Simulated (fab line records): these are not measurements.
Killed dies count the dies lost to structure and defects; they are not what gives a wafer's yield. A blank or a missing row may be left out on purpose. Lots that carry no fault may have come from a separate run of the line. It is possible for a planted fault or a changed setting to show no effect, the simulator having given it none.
Problem report in the 8D (eight disciplines) form, filled by code + flow n5-finfet + the parts of the form that need people (team, actions taken, sign-off) are left out

== 1. WHAT IS WRONG ==
rf-fwd-power-W at N5_BEOL_M5_ETCH_62 reads a mean of 634.0 W on 2 wafers of 2 lots; wafers without a fault read 837.6 W with a standard deviation of 2.5. Relative to the usual mean, that is a shift of -81 standard deviations.
The step: etches SOC in N2/H2, target depth 75 nm, overetch 15 nm, time 112.5 s.
Seen first at day 10 08:29 on rie-diel-04, wafer L955.3. Wafers with a number at this step in the record: 12, from 4 lots. Rule for "out" (also "out of limits"): further than 4 standard deviations from the usual mean. The other wafers with a number count as sound.

== 2. WHAT IT IS AND WHAT IT IS NOT ==
| question                    | is                       | is not                                                                                |
|-----------------------------|--------------------------|---------------------------------------------------------------------------------------|
| which readings at this step | rf-fwd-power-W, rf-vpp-V | drypump-motor-current-A, oes-product-au, showerhead-plenum-p-Torr, throttle-valve-pct |
| which lots                  | L955, L957               | L953, L958                                                                            |
| which wafers of those lots  | L955.3, L957.1           | L955.1, L955.4, L957.3, L957.5                                                        |
| read on which tools         | rie-diel-04              | rie-diel-02                                                                           |
| when                        | from day 10 08:29        | up to then (5 sound wafers); but 5 sound wafers of L957, L958 came after              |

== 3. THE SUSPECTS, EACH WITH WHAT RULES IT OUT ==
Counting: a tool at a process step up to the reading stays a suspect if it ran every lot that is out. Sound lots after the first of them don't rule it out here, since some wafers of a struck lot are sound.
- rie-diel-04 at N5_BEOL_M5_ETCH_62 (etches SOC in N2/H2, target depth 75 nm, overetch 15 nm, time 112.5 s): kept. Ran every lot that is out, first one L955 (day 10 08:29); last sound lot up to then L953 (day 9 11:35). Out on those wafers are its own readings of rf-fwd-power-W, rf-vpp-V.
- At N5_BEOL_M5_ETCH_62, inside rie-diel-04: chamber 0 took the wafers that are out, while their sound lot-mates went through chambers 1, 2.
After counting, what remains is rie-diel-04 at N5_BEOL_M5_ETCH_62.

== 4. THE CAUSE (what the simulator had put in) ==
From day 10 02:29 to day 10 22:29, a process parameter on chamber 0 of rie-diel-04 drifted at N5_BEOL_M5_ETCH_62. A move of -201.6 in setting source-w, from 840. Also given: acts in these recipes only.
Only this tool survived the counting.

== 5. THE EFFECT CHAIN, in route order ==
Each row: a reading whose mean over the struck wafers that have a number lies more than 3 standard deviations from the usual. Only readings for which the record gives a usual standard deviation are gone through. hours: the time from each lot's start at the first step in this table that gives one to its start at this step, as a median over the lots. sigmas: the change in usual standard deviations.
| hours | step               | reading        | usual   | on struck wafers | change | sigmas |
|-------|--------------------|----------------|---------|------------------|--------|--------|
| 0     | N5_BEOL_M5_ETCH_62 | rf-fwd-power-W | 837.6 W | 634.0            | -203.6 | -81    |
| 0     | N5_BEOL_M5_ETCH_62 | rf-vpp-V       | 524.7 V | 576.0            | +51.3  | +20    |
Its process steps:
- N5_BEOL_M5_ETCH_62: etches SOC in N2/H2, target depth 75 nm, overetch 15 nm, time 112.5 s.

== 6. WHAT WOULD HAVE CAUGHT IT SOONER ==
6 hours passed between the start of the fault at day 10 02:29 and the first reading out of limits in this record, taken at day 10 08:29.
